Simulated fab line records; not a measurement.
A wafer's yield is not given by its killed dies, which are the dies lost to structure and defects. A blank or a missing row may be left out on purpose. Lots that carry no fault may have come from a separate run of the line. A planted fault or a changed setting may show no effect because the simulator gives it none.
fab line records || flow n5-finfet
[record] {"lots": 4, "wafers": 12, "last-day": 18}
route steps=1938 shown BEOL_M13@1672
lots that met no fault: taken from a fault-free run of the same line
start-h: start of the lot's first displayed wafer, in hours after the record's first day || wait-h: how many hours have passed since the lot's step before this one || " the same as in the row above || L1.1+2: a single row standing in for several wafers || - no value, or no start was given || * or withheld: withheld || < > ~ a bound
route shown NAME@n: a module of which the file shows steps, and the number in the route of the first || usual: the fault-free wafers' mean and standard deviation || same: alike in all rows || chamber/n: place in a boat || sites: the reading at each site || _std_site: the values' standard deviation || _edge_site: outer sites' mean less inner sites' || radius-mm: how far each site lies from the wafer's centre || mask NAME#n: copy n || behind: the most recent tool/chamber to have shaped the wafer || hold: reason for holding the lot/hours on hold/outcome of the hold || device: names the non-switching transistor (n, p or np) || end of line: the route-end tests of the same wafers || step lacking rows: just its recipe || killed: count of dies lost to structure and defects at first sort (not the wafer's yield) || map: shows each die of a wafer: x if killed, . if not, _ if none is there
set.NAME: the setting that was run; set.NAME@STEP: the one run at that earlier step || model.NAME: the simulator's own value behind a step, which no gauge read
certain route steps with their lots: each step a table, each wafer a row
services: from which hour (start-h, from the record's first day; less than 0 if before it) a tool's chamber was out of use, for how many hours, and why
[[steps]]
[step N5_BEOL_M13_DESCUM_15]
[recipe] {"chemistry": "O2", "time-s": 7.9, "source-power-w": 50, "bias-power-w": 20, "pressure-mtorr": 20, "rf-frequency-hz": 2.712e+07, "temp-c": 40, "o2-flow-sccm": 225}
[step N5_BEOL_M13_ETCH_59]
[recipe] {"chemistry": "N2/H2", "target": "BARC", "target-depth-a": 890, "overetch-a": 267, "time-s": 67.9, "ion-energy-ev": 200, "pressure-mtorr": 30, "source-w": 840, "bias-w": 150, "n2-flow-sccm": 200, "h2-flow-sccm": 200}
[step N5_BEOL_M13_VIA_ETCH_16]
[recipe] {"chemistry": "C4F8/O2/Ar", "target": "SiOC", "pressure-mtorr": 30, "source-w": 3000, "bias-w": 700, "Ar_flow_sccm": 400, "C4F8_flow_sccm": 15, "O2_flow_sccm": 8, "he-inner-torr": 15, "he-outer-torr": 30, "target-depth-a": 9217, "time-s": "withheld", "ion-energy-ev": 250, "ends": "cleared"}
[step N5_BEOL_M13_STRIP_63]
[recipe] {"chemistry": "N2/H2", "power-w": 1000, "temp-c": 250, "h2-frac": 0.65, "overash-fraction": 0.3, "pressure-mtorr": 1000, "n2-flow-sccm": 1750, "h2-flow-sccm": 3250}
[step N5_BEOL_M13_STRIP_64]
[recipe] {"chemistry": "N2/H2", "power-w": 1000, "temp-c": 250, "h2-frac": 0.65, "overash-fraction": 0.3, "pressure-mtorr": "withheld", "n2-flow-sccm": 1750, "h2-flow-sccm": 3250}
[step N5_BEOL_M13_STRIP_71]
[recipe] {"chemistry": "post-etch-residue-remover", "time-s": 60, "temp-c": 25, "remover-ph": "withheld", "remover-water-wt-pct": "withheld", "remover-fluoride-wt-pct": "withheld"}
[step N5_BEOL_M13_SRD_72]
[recipe] {"time-s": 30, "temp-c": 23, "rinse-liquid": "diw", "dry": "n2-spin", "spin-rpm": 1500, "dry-time-s": 30}
[step N5_BEOL_M13_COAT_65]
[recipe] {"resist": "SOC", "temp-c": 250, "time-s": 60, "spin-rpm": 1500, "resist-thk-nm": 350}
[step N5_BEOL_M13_COAT_66]
[recipe] {"resist": "SiARC", "temp-c": 220, "time-s": 60, "spin-rpm": 1500, "resist-thk-nm": 110}
[step N5_BEOL_M13_COAT_22]
[recipe] {"spin-rpm": 2888, "resist-thk-nm": 300}
[usual] {"chill-plate-temp-C": "23.00/0.11", "spin-speed-rpm": "2888.0/2.1"}
{"lot.wafer": "L868.2", "tool": "litho-track-03", "chamber": 0, "start-h": 348.72, "wait-h": "-", "chill-plate-temp-C": 23.03, "spin-speed-rpm": 2888.4, "model.coat_of_BEOL_M13_COAT_22.thk-nm": 300.2}
{"lot.wafer": "L868.4", "tool": "litho-track-03", "chamber": 0, "start-h": 348.72, "wait-h": "-", "chill-plate-temp-C": 23.11, "spin-speed-rpm": 2889.4, "model.coat_of_BEOL_M13_COAT_22.thk-nm": 299.8}
{"lot.wafer": "L868.5", "tool": "litho-track-03", "chamber": 0, "start-h": 348.72, "wait-h": "-", "chill-plate-temp-C": 23.16, "spin-speed-rpm": 2888.0, "model.coat_of_BEOL_M13_COAT_22.thk-nm": 299.4}
{"lot.wafer": "L876.1", "tool": "litho-track-03", "chamber": 0, "start-h": 394.89, "wait-h": "-", "chill-plate-temp-C": 23.15, "spin-speed-rpm": 2702.3, "model.coat_of_BEOL_M13_COAT_22.thk-nm": 310}
{"lot.wafer": "L876.5", "tool": "litho-track-03", "chamber": 0, "start-h": 394.89, "wait-h": "-", "chill-plate-temp-C": 23.09, "spin-speed-rpm": 2699.9, "model.coat_of_BEOL_M13_COAT_22.thk-nm": 311}
{"lot.wafer": "L876.6", "tool": "litho-track-03", "chamber": 0, "start-h": 394.89, "wait-h": "-", "chill-plate-temp-C": 23.21, "spin-speed-rpm": 2698.9, "model.coat_of_BEOL_M13_COAT_22.thk-nm": 309.6}
{"lot.wafer": "L877.1", "tool": "litho-track-03", "chamber": 0, "start-h": 399.19, "wait-h": "-", "chill-plate-temp-C": 22.80, "spin-speed-rpm": 2701.1, "model.coat_of_BEOL_M13_COAT_22.thk-nm": 310.6}
{"lot.wafer": "L877.5", "tool": "litho-track-03", "chamber": 0, "start-h": 399.19, "wait-h": "-", "chill-plate-temp-C": 22.88, "spin-speed-rpm": 2701.6, "model.coat_of_BEOL_M13_COAT_22.thk-nm": 311.6}
{"lot.wafer": "L877.6", "tool": "litho-track-03", "chamber": 0, "start-h": 399.19, "wait-h": "-", "chill-plate-temp-C": 22.87, "spin-speed-rpm": 2702.5, "model.coat_of_BEOL_M13_COAT_22.thk-nm": 311.4}
{"lot.wafer": "L878.1", "tool": "litho-track-02", "chamber": 0, "start-h": 399.73, "wait-h": "-", "chill-plate-temp-C": 23.01, "spin-speed-rpm": 2887.6, "model.coat_of_BEOL_M13_COAT_22.thk-nm": 300.2}
{"lot.wafer": "L878.3", "tool": "litho-track-02", "chamber": 0, "start-h": 399.73, "wait-h": "-", "chill-plate-temp-C": 22.91, "spin-speed-rpm": 2887.9, "model.coat_of_BEOL_M13_COAT_22.thk-nm": 300}
{"lot.wafer": "L878.6", "tool": "litho-track-02", "chamber": 0, "start-h": 399.73, "wait-h": "-", "chill-plate-temp-C": 23.15, "spin-speed-rpm": 2885.9, "model.coat_of_BEOL_M13_COAT_22.thk-nm": 300.6}
[step N5_BEOL_M13_EBR_24]
[recipe] {"solvent": "PGMEA", "ebr-width-mm": 1.5}
[step N5_BEOL_M13_SOFTBAKE_23]
[recipe] {"temp-c": 130, "time-s": 60}
[step N5_BEOL_M13_EXPOSE_25]
[recipe] {"mask-id": "M13", "na": 0.93, "source-shape": "conventional", "sigma-outer": 0.4, "polarization": "unpolarized", "target-cd-nm": 210, "dose-mj": 22}
[step N5_BEOL_M13_PEB_26]
[recipe] {"peb-temp-c": 130, "peb-time-s": 90}
[step N5_BEOL_M13_DEVELOP_27]
[recipe] {"develop-time-s": 45, "rinse-liquid": "diw", "dry": "air-spin", "dev-temp-c": 21}
[step N5_BEOL_M13_HARDBAKE_32]
[recipe] {"temp-c": 130, "time-s": 120}
[step N5_BEOL_M13_DESCUM_33]
[recipe] {"chemistry": "O2", "time-s": 7.9, "source-power-w": 50, "bias-power-w": 20, "pressure-mtorr": 20, "rf-frequency-hz": 2.712e+07, "temp-c": 40, "o2-flow-sccm": 225}
[step N5_BEOL_M13_ETCH_67]
[recipe] {"chemistry": "CF4", "target": "SiARC", "target-depth-a": 1430, "time-s": 238.3, "ion-energy-ev": 80, "pressure-mtorr": 40, "source-w": 545, "bias-w": 36, "Ar_flow_sccm": 100, "cf4-flow-sccm": 100, "ends": "cleared"}
[usual] {"bias-w": "36.00/0.11", "drypump-motor-current-A": "5.8/0.35", "etch-rf-on-time-s": "238/7.6", "oes-product-au": "0.71/0.074", "rf-fwd-power-W": "542.9/1.8", "rf-vpp-V": "184.7/1.2", "showerhead-plenum-p-Torr": "2.19/0.062", "throttle-valve-pct": "15.54/0.18"}
{"lot.wafer": "L868.2", "tool": "rie-diel-06", "chamber": 0, "start-h": 349.13, "wait-h": 0.0, "bias-w": 35.93, "drypump-motor-current-A": 5.9, "etch-rf-on-time-s": 230, "oes-product-au": 0.71, "rf-fwd-power-W": 544.8, "rf-hours-counter-h": 80, "rf-vpp-V": 184.5, "showerhead-plenum-p-Torr": 2.18, "throttle-valve-pct": 15.37, "model.coat_of_BEOL_M13_COAT_22.thk-nm": 211.4}
{"lot.wafer": "L868.4", "tool": "rie-diel-06", "chamber": 2, "start-h": 349.13, "wait-h": 0.0, "bias-w": 35.87, "drypump-motor-current-A": 5.9, "etch-rf-on-time-s": 251, "oes-product-au": 0.59, "rf-fwd-power-W": 545.1, "rf-hours-counter-h": 185, "rf-vpp-V": 184.7, "showerhead-plenum-p-Torr": 2.21, "throttle-valve-pct": 15.44, "model.coat_of_BEOL_M13_COAT_22.thk-nm": 211}
{"lot.wafer": "L868.5", "tool": "rie-diel-06", "chamber": 1, "start-h": 349.13, "wait-h": 0.0, "bias-w": 35.99, "drypump-motor-current-A": 5.9, "etch-rf-on-time-s": 238, "oes-product-au": 0.76, "rf-fwd-power-W": 544.8, "rf-hours-counter-h": "-", "rf-vpp-V": 185.9, "showerhead-plenum-p-Torr": 2.26, "throttle-valve-pct": 15.47, "model.coat_of_BEOL_M13_COAT_22.thk-nm": 210.4}
{"lot.wafer": "L876.1", "tool": "rie-diel-06", "chamber": 2, "start-h": 395.46, "wait-h": 0.0, "bias-w": 36.05, "drypump-motor-current-A": 5.9, "etch-rf-on-time-s": 251, "oes-product-au": 0.59, "rf-fwd-power-W": 543.3, "rf-hours-counter-h": 199, "rf-vpp-V": 184.8, "showerhead-plenum-p-Torr": 2.20, "throttle-valve-pct": 15.45, "model.coat_of_BEOL_M13_COAT_22.thk-nm": 221}
{"lot.wafer": "L876.5", "tool": "rie-diel-06", "chamber": 2, "start-h": 395.46, "wait-h": 0.0, "bias-w": 36.04, "drypump-motor-current-A": 5.9, "etch-rf-on-time-s": 250, "oes-product-au": 0.59, "rf-fwd-power-W": 545.8, "rf-hours-counter-h": "-", "rf-vpp-V": 185.6, "showerhead-plenum-p-Torr": 2.20, "throttle-valve-pct": 15.45, "model.coat_of_BEOL_M13_COAT_22.thk-nm": 222}
{"lot.wafer": "L876.6", "tool": "rie-diel-06", "chamber": 0, "start-h": 395.46, "wait-h": 0.0, "bias-w": 35.90, "drypump-motor-current-A": 5.8, "etch-rf-on-time-s": 232, "oes-product-au": 0.69, "rf-fwd-power-W": 542.9, "rf-hours-counter-h": "-", "rf-vpp-V": 185.2, "showerhead-plenum-p-Torr": 2.17, "throttle-valve-pct": 15.41, "model.coat_of_BEOL_M13_COAT_22.thk-nm": 220.8}
{"lot.wafer": "L877.1", "tool": "rie-diel-04", "chamber": 3, "start-h": 399.90, "wait-h": 0.0, "bias-w": 35.90, "drypump-motor-current-A": 5.4, "etch-rf-on-time-s": 231, "oes-product-au": 0.67, "rf-fwd-power-W": 544.1, "rf-hours-counter-h": 128, "rf-vpp-V": 182.8, "showerhead-plenum-p-Torr": 2.16, "throttle-valve-pct": 15.46, "model.coat_of_BEOL_M13_COAT_22.thk-nm": 222}
{"lot.wafer": "L877.5", "tool": "rie-diel-04", "chamber": 2, "start-h": 399.90, "wait-h": 0.0, "bias-w": 35.98, "drypump-motor-current-A": 5.4, "etch-rf-on-time-s": 240, "oes-product-au": 0.62, "rf-fwd-power-W": 541.8, "rf-hours-counter-h": "-", "rf-vpp-V": 185.1, "showerhead-plenum-p-Torr": 2.24, "throttle-valve-pct": 15.85, "model.coat_of_BEOL_M13_COAT_22.thk-nm": 223.2}
{"lot.wafer": "L877.6", "tool": "rie-diel-04", "chamber": 1, "start-h": 399.90, "wait-h": 0.0, "bias-w": 36.13, "drypump-motor-current-A": 5.8, "etch-rf-on-time-s": 237, "oes-product-au": 0.77, "rf-fwd-power-W": 542.3, "rf-hours-counter-h": "-", "rf-vpp-V": 182.8, "showerhead-plenum-p-Torr": 2.10, "throttle-valve-pct": 15.45, "model.coat_of_BEOL_M13_COAT_22.thk-nm": 222.4}
{"lot.wafer": "L878.1", "tool": "rie-diel-02", "chamber": 1, "start-h": 400.27, "wait-h": 0.0, "bias-w": 36.21, "drypump-motor-current-A": 5.9, "etch-rf-on-time-s": 250, "oes-product-au": 0.58, "rf-fwd-power-W": 545.3, "rf-hours-counter-h": 218, "rf-vpp-V": 183.6, "showerhead-plenum-p-Torr": 2.12, "throttle-valve-pct": 15.95, "model.coat_of_BEOL_M13_COAT_22.thk-nm": 212}
{"lot.wafer": "L878.3", "tool": "rie-diel-02", "chamber": 3, "start-h": 400.27, "wait-h": 0.0, "bias-w": 36.00, "drypump-motor-current-A": 5.9, "etch-rf-on-time-s": 244, "oes-product-au": 0.68, "rf-fwd-power-W": 541.2, "rf-hours-counter-h": 107, "rf-vpp-V": 184.2, "showerhead-plenum-p-Torr": 2.16, "throttle-valve-pct": 15.66, "model.coat_of_BEOL_M13_COAT_22.thk-nm": 211.4}
{"lot.wafer": "L878.6", "tool": "rie-diel-02", "chamber": 2, "start-h": 400.27, "wait-h": 0.0, "bias-w": 35.87, "drypump-motor-current-A": 5.3, "etch-rf-on-time-s": 251, "oes-product-au": 0.68, "rf-fwd-power-W": 541.5, "rf-hours-counter-h": "-", "rf-vpp-V": 184.3, "showerhead-plenum-p-Torr": 2.16, "throttle-valve-pct": 15.63, "model.coat_of_BEOL_M13_COAT_22.thk-nm": 212}
[step N5_BEOL_M13_ETCH_68]
[recipe] {"chemistry": "N2/H2", "target": "SOC", "mask-material": "SiARC", "source-w": 3000, "bias-w": 350, "temp-c": 40, "time-s": 355, "ion-energy-ev": 200, "pressure-mtorr": 30, "n2-flow-sccm": 200, "h2-flow-sccm": 200}
[[services]]
{"tool": "rie-diel-02", "chamber": "-", "start-h": 350.76, "hours": 0.6, "kind": "repair"}
{"tool": "rie-diel-04", "chamber": "-", "start-h": 369.49, "hours": 0.5, "kind": "repair"}
{"tool": "rie-diel-06", "chamber": 3, "start-h": 382.22, "hours": 3.5, "kind": "repair"}
{"tool": "rie-diel-06", "chamber": 3, "start-h": 387.36, "hours": 10.5, "kind": "repair"}
[[key]]
[first-sign] {"step": "N5_BEOL_M13_COAT_22", "reading": "spin-speed-rpm", "direction": "down", "sigmas": 89, "usual": "*", "struck": "*"}
effect none on later readings
[model-effect] {"step": "N5_BEOL_M13_COAT_22", "value": "coat_of_BEOL_M13_COAT_22.thk-nm", "without": 300.5, "struck": 310.7}
[model-effect] {"step": "N5_BEOL_M13_ETCH_67", "value": "coat_of_BEOL_M13_COAT_22.thk-nm", "without": 211.6, "struck": 221.9}
met-at N5_BEOL_M13_COAT_22
struck-wafers L876.1,L876.5,L876.6,L877.1,L877.5,L877.6
onset-between 348.72 394.89
[fault] {"kind": "process-parameter-drift", "tool": "litho-track-03", "chamber": "-", "onset-h": 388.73, "steps": "N5_BEOL_M13_COAT_22", "channel": "spin-rpm", "offset": "*", "shape": "step", "end-h": 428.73, "acts-in": "*", "stated": "*"}
